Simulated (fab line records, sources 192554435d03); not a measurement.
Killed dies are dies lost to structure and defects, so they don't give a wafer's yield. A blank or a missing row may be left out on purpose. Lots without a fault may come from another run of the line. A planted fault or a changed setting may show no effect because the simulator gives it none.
Split-lot experiment | flow n5_finfet | 7 lots, 21 wafers read, on a route of 1938 steps

THE SPLIT
At N5_BEOL_M1_COAT_67 (time 60 s, resist thk 60 nm), the setting spin_rpm was moved away from the recipe's 1500 rpm on 5 of the 21 wafers read, by -7.9% to -6.3%. The other wafers ran this setting at the recipe's value.

FROM THE SPLIT TO THE READING: what the file shows between them, 7 steps
- N5_BEOL_M1_COAT_68: time 60 s, resist thk 12 nm
- N5_BEOL_M1_COAT_76: time 60 s, resist thk 5 nm
- N5_BEOL_M1_ALD_98: deposits SiO2, target thk 2.5 nm, pulse time 1 s, co reactant pulse time 1 s
- N5_BEOL_M1_ETCHBACK_99: etches SiO2 in CHF3, target depth 5 nm, time 10.4 s
- N5_BEOL_M1_ETCH_70: etches SOC in N2/H2, target depth 80 nm, overetch 16 nm, time 120 s
- N5_BEOL_M1_STRIP_71: strips in N2/H2
- N5_BEOL_M1_STRIP_78: strips in N2/H2

THE READING
SOC_of_BEOL_M1_COAT_67.thk_nm (the simulator's own value, which no gauge read), in nm, at N5_BEOL_M1_VIA_ETCH_34 (etches the open film in C4F6/O2, target depth 67.8 nm, time 64.4 s). The file gives no usual value for it. The 16 wafers here that ran the recipe average 52.0 nm, standard deviation 0.15 nm.

wafer  | tool, chamber at the split | spin_rpm as run, rpm | against the recipe | SOC_of_BEOL_M1_COAT_67.thk_nm, nm | against lot-mates on the recipe
L076.4 | litho_track-03, 0          | 1500                 | recipe             | 52                                | -
L076.5 | litho_track-03, 0          | 1381                 | -7.9%              | 55                                | +3.0
L076.6 | litho_track-03, 0          | 1381                 | -7.9%              | 54.8                              | +2.8
L074.3 | litho_track-04, 0          | 1500                 | recipe             | 52                                | -
L074.4 | litho_track-04, 0          | 1406                 | -6.3%              | 53.8                              | +1.9
L074.6 | litho_track-04, 0          | 1500                 | recipe             | 51.8                              | -
L079.3 | litho_track-05, 0          | 1500                 | recipe             | 52                                | -
L079.5 | litho_track-05, 0          | 1500                 | recipe             | 52                                | -
L079.6 | litho_track-05, 0          | 1500                 | recipe             | 52                                | -
L085.1 | litho_track-04, 0          | 1500                 | recipe             | 51.8                              | -
L085.2 | litho_track-04, 0          | 1500                 | recipe             | 51.8                              | -
L085.6 | litho_track-04, 0          | 1500                 | recipe             | 52                                | -
L093.4 | litho_track-05, 0          | 1500                 | recipe             | 52                                | -
L093.5 | litho_track-05, 0          | 1500                 | recipe             | 51.8                              | -
L093.6 | litho_track-05, 0          | 1500                 | recipe             | 51.8                              | -
L095.1 | litho_track-03, 0          | 1395                 | -7.0%              | 54.6                              | +2.4
L095.2 | litho_track-03, 0          | 1395                 | -7.0%              | 54.6                              | +2.4
L095.3 | litho_track-03, 0          | 1500                 | recipe             | 52.2                              | -
L096.4 | litho_track-03, 0          | 1500                 | recipe             | 52.2                              | -
L096.5 | litho_track-03, 0          | 1500                 | recipe             | 52.2                              | -
L096.6 | litho_track-03, 0          | 1500                 | recipe             | 52.2                              | -

THE FIT
A straight line over all 21 wafers: SOC_of_BEOL_M1_COAT_67.thk_nm changes by -0.358 nm for each +1% of spin_rpm; r = -0.99; the points scatter about the line by 0.18 nm.
The same after taking each lot's own level away (the mean of its wafers on the recipe; 21 wafers): -0.348 nm for each +1%; r = -1.00; scatter 0.11 nm.
On that fit, the largest move of spin_rpm shifts the reading by 2.8 nm.
The lots' own levels span 51.87 to 52.20 nm, that is 2.2 times the standard deviation above.
So the lot-to-lot level changes the slope little: the two slopes agree.
Check: with one of the wafers moved furthest among these (-7.9%) left out of the fit, the line predicts +2.68 nm for it against its lot-mates. It came out at +3 nm against them.

OTHER SPLITS ON THESE WAFERS
These wafers also went through other splits before the reading. Each is held against what the fit with the lots' levels taken away leaves over:
other split on the same wafers          | wafers away from the commonest value | r with SOC_of_BEOL_M1_COAT_67.thk_nm (lot level and that fit taken away)
N5_HKMG_FIN_EXPOSE_46 dose_mj           | 6                                    | -0.40
N5_HKMG_FIN_ETCH_55 bias_w              | 7                                    | -0.09
N5_GATE_CUT_ETCH_58 time_s              | 6                                    | +0.21
N5_MOL_CONTACT_COAG_ALD_27 time_s       | 8                                    | -0.16
N5_MOL_CONTACT_COAG_ETCHBACK_134 time_s | 10                                   | -0.17
N5_BEOL_M0_SAQP_PECVD_96 time_s         | 9                                    | +0.06
N5_BEOL_M1_ETCH_64 source_w             | 8                                    | +0.03

THE WHOLE CHAIN: every reading that the file lists as answering this split, in the file's order
step                   | what it does                                                        | reading                                                                        | change (the file's fit)               | r (the file's)
N5_BEOL_M1_COAT_67     | time 60 s, resist thk 60 nm                                         | SOC_of_BEOL_M1_COAT_67.thk_nm (the simulator's own value, which no gauge read) | -0.327 nm for each +1% of the setting | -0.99
N5_BEOL_M1_ETCH_70     | etches SOC in N2/H2, target depth 80 nm, overetch 16 nm, time 120 s | etch.depth_nm (the simulator's own value, which no gauge read)                 | -0.329 nm for each +1% of the setting | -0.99
N5_BEOL_M1_VIA_ETCH_34 | etches the open film in C4F6/O2, target depth 67.8 nm, time 64.4 s  | SOC_of_BEOL_M1_COAT_67.thk_nm (the simulator's own value, which no gauge read) | -0.342 nm for each +1% of the setting | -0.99

THE FILE'S OWN FIT
SOC_of_BEOL_M1_COAT_67.thk_nm changes by -0.342 nm for each +1% of spin_rpm, r = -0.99.
